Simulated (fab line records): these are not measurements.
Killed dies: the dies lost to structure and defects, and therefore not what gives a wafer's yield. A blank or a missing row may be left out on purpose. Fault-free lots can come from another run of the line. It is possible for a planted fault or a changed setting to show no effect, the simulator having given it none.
Matching of chambers || flow n5 finfet || 4 sister chambers for N5_GATE_CUT_SAC_CAP_01 on ald sin-02
The step material SiNx, target thk 24 nm, pulse time 1 s, ald cycles 480. 22 wafers are shown with their chamber, then 11 later ones without.

== EACH WAFER AND ITS CHAMBER ==
{"wafer": "L076.1", "chamber": 0, "heater power w (W)": 763, "precursor pulse height rel": 0.990}
{"wafer": "L076.2", "chamber": 1, "heater power w (W)": 790, "precursor pulse height rel": 1.019}
{"wafer": "L076.3", "chamber": 3, "heater power w (W)": 778, "precursor pulse height rel": 1.001}
{"wafer": "L076.4", "chamber": 2, "heater power w (W)": 887, "precursor pulse height rel": 0.962}
{"wafer": "L076.5", "chamber": 3, "heater power w (W)": 784, "precursor pulse height rel": 0.974}
{"wafer": "L076.6", "chamber": 2, "heater power w (W)": 898, "precursor pulse height rel": 1.038}
{"wafer": "L078.1", "chamber": 1, "heater power w (W)": 813, "precursor pulse height rel": 0.992}
{"wafer": "L078.3", "chamber": 2, "heater power w (W)": 892, "precursor pulse height rel": 0.971}
{"wafer": "L078.6", "chamber": 3, "heater power w (W)": 779, "precursor pulse height rel": 0.976}
{"wafer": "L085.2", "chamber": 1, "heater power w (W)": 785, "precursor pulse height rel": 0.989}
{"wafer": "L085.4", "chamber": 3, "heater power w (W)": 780, "precursor pulse height rel": 0.978}
{"wafer": "L085.5", "chamber": 0, "heater power w (W)": 785, "precursor pulse height rel": 1.013}
{"wafer": "L088.1", "chamber": 3, "heater power w (W)": 802, "precursor pulse height rel": 0.979}
{"wafer": "L088.3", "chamber": 2, "heater power w (W)": 897, "precursor pulse height rel": 1.017}
{"wafer": "L088.5", "chamber": 3, "heater power w (W)": 816, "precursor pulse height rel": 1.014}
{"wafer": "L092.1", "chamber": 1, "heater power w (W)": 771, "precursor pulse height rel": 0.986}
{"wafer": "L092.3", "chamber": 2, "heater power w (W)": 903, "precursor pulse height rel": 1.026}
{"wafer": "L092.4", "chamber": 0, "heater power w (W)": 771, "precursor pulse height rel": 1.003}
{"wafer": "L094.1", "chamber": 2, "heater power w (W)": 903, "precursor pulse height rel": 1.005}
{"wafer": "L094.2", "chamber": 3, "heater power w (W)": 789, "precursor pulse height rel": 0.984}
{"wafer": "L094.3", "chamber": 0, "heater power w (W)": 760, "precursor pulse height rel": 0.969}
{"wafer": "L094.4", "chamber": 1, "heater power w (W)": 821, "precursor pulse height rel": 1.002}

SIGNATURES (averages over the wafers above)
{"reading": "heater power w", "chamber 0": 769.75, "chamber 1": 796.00, "chamber 2": 896.67, "chamber 3": 789.71, "scatter within a chamber": 13.9}
{"reading": "precursor pulse height rel", "chamber 0": 0.99375, "chamber 1": 0.99760, "chamber 2": 1.00317, "chamber 3": 0.98657, "scatter within a chamber": 0.0209}
Rule: for a wafer and a chamber, the distance is found by dividing, reading by reading, the gap between the wafer's reading and the chamber's mean by the reading's scatter, squaring, summing and taking the root. The wafer belongs to the nearest chamber; if the next one is less than 2 further off, it can't be placed. The scatter is the square root of a quotient: the sum, over the shown wafers, of each reading's squared deviation from its chamber's mean, divided by wafers minus chambers.

== WAFERS WITH NO CHAMBER GIVEN ==
{"wafer": "L094.5", "heater power w (W)": 901, "precursor pulse height rel": 1.007}
{"wafer": "L094.6", "heater power w (W)": 746, "precursor pulse height rel": 1.021}
{"wafer": "L096.2", "heater power w (W)": 790, "precursor pulse height rel": 1.020}
{"wafer": "L096.4", "heater power w (W)": 898, "precursor pulse height rel": 0.994}
{"wafer": "L096.5", "heater power w (W)": 759, "precursor pulse height rel": 0.998}
{"wafer": "L097.1", "heater power w (W)": 797, "precursor pulse height rel": 1.016}
{"wafer": "L097.2", "heater power w (W)": 795, "precursor pulse height rel": 0.939}
{"wafer": "L097.3", "heater power w (W)": 773, "precursor pulse height rel": 0.992}
{"wafer": "L097.4", "heater power w (W)": 910, "precursor pulse height rel": 0.996}
{"wafer": "L097.5", "heater power w (W)": 803, "precursor pulse height rel": 0.993}
{"wafer": "L097.6", "heater power w (W)": 794, "precursor pulse height rel": 0.982}

== CHAMBER TAKEN BY EACH ==
{"wafer": "L094.5", "from the rows above": 2, "in truth": 2}
{"wafer": "L094.6", "from the rows above": "can't be placed: 0 or 3 or 1", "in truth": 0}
{"wafer": "L096.2", "from the rows above": "can't be placed: 1 or 3 or 0", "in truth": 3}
{"wafer": "L096.4", "from the rows above": 2, "in truth": 2}
{"wafer": "L096.5", "from the rows above": "can't be placed: 0 or 3 or 1", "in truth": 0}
{"wafer": "L097.1", "from the rows above": "can't be placed: 1 or 3 or 0", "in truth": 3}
{"wafer": "L097.2", "from the rows above": "can't be placed: 3 or 1 or 0", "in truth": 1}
{"wafer": "L097.3", "from the rows above": "can't be placed: 0 or 3 or 1", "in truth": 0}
{"wafer": "L097.4", "from the rows above": 2, "in truth": 2}
{"wafer": "L097.5", "from the rows above": "can't be placed: 1 or 3 or 0", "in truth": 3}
{"wafer": "L097.6", "from the rows above": "can't be placed: 3 or 1 or 0", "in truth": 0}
Placed correctly: 3 of 11. Can't be placed from these rows: 8 (the true chamber is among the candidates in 8). Number placed wrongly: 0.
